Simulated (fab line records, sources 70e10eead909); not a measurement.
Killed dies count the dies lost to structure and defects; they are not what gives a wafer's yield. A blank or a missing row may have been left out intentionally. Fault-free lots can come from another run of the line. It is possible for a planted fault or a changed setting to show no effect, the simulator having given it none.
Chamber matching / flow nandHarc / aldHk-03 running NHARC_A_CHANNEL_FILL_D2_ALD_14: 4 sister chambers
The step deposits SiO2, target thk 2.5 nm, pulse time 10 s, ald cycles 25. 8 wafers are shown with their chamber, then 10 later ones without.

== WAFERS, EACH WITH ITS CHAMBER ==
wafer=L080.5; chamber=0; heaterPowerW (W)=536; precursorPulseHeightRel=0.974
wafer=L080.6; chamber=3; heaterPowerW (W)=449; precursorPulseHeightRel=1.017
wafer=L081.6; chamber=3; heaterPowerW (W)=449; precursorPulseHeightRel=0.985
wafer=L085.3; chamber=2; heaterPowerW (W)=421; precursorPulseHeightRel=0.992
wafer=L085.4; chamber=0; heaterPowerW (W)=559; precursorPulseHeightRel=1.003
wafer=L085.6; chamber=1; heaterPowerW (W)=376; precursorPulseHeightRel=1.021
wafer=L088.2; chamber=1; heaterPowerW (W)=365; precursorPulseHeightRel=1.015
wafer=L088.4; chamber=2; heaterPowerW (W)=429; precursorPulseHeightRel=1.029

== WAFERS MISSING THEIR CHAMBER ==
wafer=L088.5; heaterPowerW (W)=453; precursorPulseHeightRel=1.034
wafer=L092.2; heaterPowerW (W)=548; precursorPulseHeightRel=0.980
wafer=L092.3; heaterPowerW (W)=425; precursorPulseHeightRel=1.028
wafer=L092.5; heaterPowerW (W)=362; precursorPulseHeightRel=1.024
wafer=L096.4; heaterPowerW (W)=558; precursorPulseHeightRel=1.009
wafer=L096.5; heaterPowerW (W)=407; precursorPulseHeightRel=0.978
wafer=L096.6; heaterPowerW (W)=379; precursorPulseHeightRel=0.998
wafer=L097.3; heaterPowerW (W)=449; precursorPulseHeightRel=0.964
wafer=L097.5; heaterPowerW (W)=462; precursorPulseHeightRel=1.005
wafer=L097.6; heaterPowerW (W)=428; precursorPulseHeightRel=1.053

== THE CHAMBER EACH PASSED THROUGH ==
wafer=L088.5; from the rows above=can't be placed: 3 or 2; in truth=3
wafer=L092.2; from the rows above=0; in truth=0
wafer=L092.3; from the rows above=2; in truth=2
wafer=L092.5; from the rows above=1; in truth=1
wafer=L096.4; from the rows above=0; in truth=0
wafer=L096.5; from the rows above=can't be placed: 2 or 1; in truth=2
wafer=L096.6; from the rows above=1; in truth=1
wafer=L097.3; from the rows above=can't be placed: 3 or 2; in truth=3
wafer=L097.5; from the rows above=3; in truth=3
wafer=L097.6; from the rows above=can't be placed: 2 or 3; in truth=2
6 of 10 placed correctly. Unplaceable from these rows: 4, with the true chamber sitting among the candidates in 4. 0 placed wrongly.
How it was worked out, from the rows above alone: a wafer's distance from a chamber is the root of the sum, over the readings, of the square of ((its reading less the chamber's mean) divided by the reading's scatter). If the next closest chamber is less than 2 further off than the closest, the wafer can't be placed; otherwise it belongs to the closest. For every chamber, the mean is computed from those of its wafers that are shown. The scatter: take each reading less its chamber's mean, square it, sum over the shown wafers, divide by the number of wafers less the number of chambers, and take the root.
